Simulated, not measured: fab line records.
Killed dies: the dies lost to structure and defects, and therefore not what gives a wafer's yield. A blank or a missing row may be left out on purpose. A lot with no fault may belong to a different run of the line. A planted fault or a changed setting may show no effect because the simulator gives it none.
Chamber matching | flow n5-finfet | rie-diel-03 running N5_DUMMY_REMOVAL_STRIP_10: 4 sister chambers
The step strips in N2/H2, time 40 s. 16 wafers are shown with their chamber, then 8 later ones without.

## WAFERS PAIRED WITH THEIR CHAMBERS
wafer  | chamber | showerhead-plenum-p-Torr (Torr) | throttle-valve-pct (%) | oes-product-au (a.u.)
L074.2 | 3       | 3.58                            | 11.84                  | 0.99
L074.3 | 2       | 3.36                            | 12.04                  | 0.76
L074.5 | 0       | 3.51                            | 11.99                  | 0.77
L076.1 | 2       | 3.36                            | 12.05                  | 0.76
L076.3 | 0       | 3.51                            | 11.97                  | 0.78
L076.5 | 2       | 3.36                            | 12.04                  | 0.76
L077.1 | 3       | 3.58                            | 11.87                  | 0.96
L077.3 | 2       | 3.36                            | 12.04                  | 0.76
L077.6 | 2       | 3.36                            | 12.04                  | 0.76
L081.2 | 1       | 3.36                            | 12.39                  | 0.76
L081.3 | 3       | 3.58                            | 11.86                  | 0.94
L081.5 | 1       | 3.36                            | 12.41                  | 0.74
L082.1 | 3       | 3.58                            | 11.88                  | 0.93
L082.2 | 0       | 3.50                            | 12.02                  | 0.77
L082.3 | 1       | 3.36                            | 12.41                  | 0.73
L088.1 | 3       | 3.57                            | 11.91                  | 0.91

SIGNATURES (means of the wafers above)
reading                  | chamber 0 | chamber 1 | chamber 2 | chamber 3 | scatter within a chamber
showerhead-plenum-p-Torr | 3.5067    | 3.3600    | 3.3600    | 3.5780    | 0.0035
throttle-valve-pct       | 11.9933   | 12.4033   | 12.0420   | 11.8720   | 0.0189
oes-product-au           | 0.7733    | 0.7433    | 0.7600    | 0.9460    | 0.0188
Rule: for each reading, subtract the chamber's mean from the wafer's reading, divide by that reading's scatter and square the result; add these up over the readings and take the root, which gives the wafer's distance from the chamber. If the next closest chamber is less than 2 further off than the closest, the wafer can't be placed; otherwise it belongs to the closest. The scatter: take each reading less its chamber's mean, square it, sum over the shown wafers, divide by the number of wafers less the number of chambers, and take the root.

## WAFERS WITH NO CHAMBER GIVEN
wafer  | showerhead-plenum-p-Torr (Torr) | throttle-valve-pct (%) | oes-product-au (a.u.)
L088.3 | 3.35                            | 12.08                  | 0.74
L088.5 | 3.35                            | 12.08                  | 0.74
L092.2 | 3.49                            | 12.08                  | 0.75
L092.5 | 3.35                            | 12.44                  | 0.73
L092.6 | 3.34                            | 12.10                  | 0.73
L096.1 | 3.35                            | 12.49                  | 0.73
L096.3 | 3.49                            | 12.09                  | 0.75
L096.4 | 3.56                            | 11.95                  | 0.88

## EACH ONE'S CHAMBER
wafer  | from the rows above | in truth
L088.3 | 2                   | 2
L088.5 | 2                   | 2
L092.2 | 0                   | 0
L092.5 | 1                   | 1
L092.6 | 2                   | 2
L096.1 | 1                   | 1
L096.3 | 0                   | 0
L096.4 | 3                   | 3
Placed correctly: 8 of 8. Number that these rows cannot place: 0. Placed wrongly: 0.
